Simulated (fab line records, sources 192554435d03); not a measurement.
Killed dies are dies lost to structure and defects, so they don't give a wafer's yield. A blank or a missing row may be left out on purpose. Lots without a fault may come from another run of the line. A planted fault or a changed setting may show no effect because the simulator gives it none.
One fault seen from 2 desks | flow n5_finfet | each desk has only its own numbers; what lay behind them comes last

THE METROLOGY DESK
What the gauges read, lot by lot, whatever tool the lot ran on: means of the sampled wafers that have a number. A lot is out of limits, marked OUT, if its mean lies more than 4 standard deviations from the usual mean; the brackets give that distance. Of its 12 readings 7 are shown: the one that was out of limits first, and those that lie furthest out on some lot.
Columns: A = DIBL_N at N5_BEOL_M4_RC_MEAS_101, usual 36.4 mV/V; B = IOFF_N at N5_BEOL_M4_RC_MEAS_101, usual 0.154 nA/um; C = ION_N at N5_BEOL_M4_RC_MEAS_101, usual 671 uA/um; D = SS_P at N5_BEOL_M4_RC_MEAS_101, usual 73.4 mV/dec; E = VT_N at N5_BEOL_M4_RC_MEAS_101, usual 250.9 mV; F = M12_THK at N5_BEOL_M12_THK_MEAS_50, usual 317 nm; G = M12_RS at N5_BEOL_M12_RS_MEAS_54, usual 0.0606 ohm/sq
lot  | first seen here | A    | B     | C   | D    | E     | F             | G
L598 | day 9 02:28     | 36.0 | 0.142 | 679 | 73.2 | 250.6 | 321           | 0.0600
L601 | day 10 06:40    | 35.8 | 0.143 | 667 | 73.7 | 251.7 | 707 (+74) OUT | 0.0235 (-37) OUT
L606 | day 10 14:43    | 35.2 | 0.146 | 674 | 72.5 | 251.6 | 713 (+75) OUT | 0.0235 (-37) OUT
L608 | day 11 21:14    | 36.1 | 0.157 | 665 | 73.6 | 251.3 | 312           | 0.0617
L609 | day 12 01:38    | 34.5 | 0.135 | 667 | 73.0 | 253.5 | 321           | 0.0600
L610 | day 12 04:25    | 35.7 | 0.135 | 658 | 73.3 | 253.5 | 320           | 0.0599
L611 | day 12 06:35    | 37.5 | 0.167 | 668 | 73.3 | 250.9 | 316           | 0.0617
L613 | day 13 07:52    | 37.3 | 0.181 | 675 | 73.9 | 247.0 | 316           | 0.0607
This desk's finding: out of limits on L601, L606; first on L601, day 13 05:05 (M12_THK at N5_BEOL_M12_THK_MEAS_50). In limits: L598, L608, L609, L610, L611, L613.

THE TOOL OWNER'S DESK: cmp-04
The tool's own readings at N5_BEOL_M12_CMP_49 (polishes, stops on SiOC, t overpolish 20.6 s, target thk 320 nm): means of the sampled wafers that have a number, for each lot that ran on this tool. A lot is out of limits, marked OUT, if its mean lies more than 4 standard deviations from the usual mean; the brackets give that distance.
Columns: A = barrier_field_endpoint_s at N5_BEOL_M12_CMP_49, usual 30.1 s; B = clearing_platen_down_force_psi at N5_BEOL_M12_CMP_49, usual 1.4998 psi; C = motor_current_A at N5_BEOL_M12_CMP_49, usual 6.3 A; D = overpolish_run_s at N5_BEOL_M12_CMP_49, usual 20.599 s; E = slurry_filter_dp_kPa at N5_BEOL_M12_CMP_49, usual 13.46 kPa
lot  | first seen here | A    | B      | C   | D      | E
L598 | day 12 12:25    | 29.3 | 1.4982 | 6.1 | 20.600 | 13.38
L609 | day 14 15:41    | 29.8 | 1.4986 | 6.2 | 20.597 | 13.47
L608 | day 14 23:01    | 30.5 | 1.5011 | 6.2 | 20.596 | 13.55
L610 | day 15 06:24    | 29.6 | 1.5011 | 5.9 | 20.608 | 13.47
L613 | day 16 03:27    | 29.9 | 1.5012 | 6.2 | 20.595 | 13.41
This desk's finding: nothing out of limits on any of the 5 lots.

PUT TOGETHER
The metrology desk could have raised an alarm at day 13 05:05, on L601, L606.
The tool owner's desk saw nothing out of limits.
The tool owner's desk has no number on record for L601, L606.
Of the lots named, all ran N5_BEOL_M12_CMP_49 on cmp-04.

WHAT THE SIMULATOR HAD PUT IN
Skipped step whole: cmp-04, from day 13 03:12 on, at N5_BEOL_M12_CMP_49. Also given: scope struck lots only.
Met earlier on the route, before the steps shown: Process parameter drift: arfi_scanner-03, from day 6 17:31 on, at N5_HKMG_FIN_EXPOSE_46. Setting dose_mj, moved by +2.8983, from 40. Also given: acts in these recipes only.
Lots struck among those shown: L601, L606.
Hours from the fault's start to each desk's first reading out of limits: the metrology desk, 2.
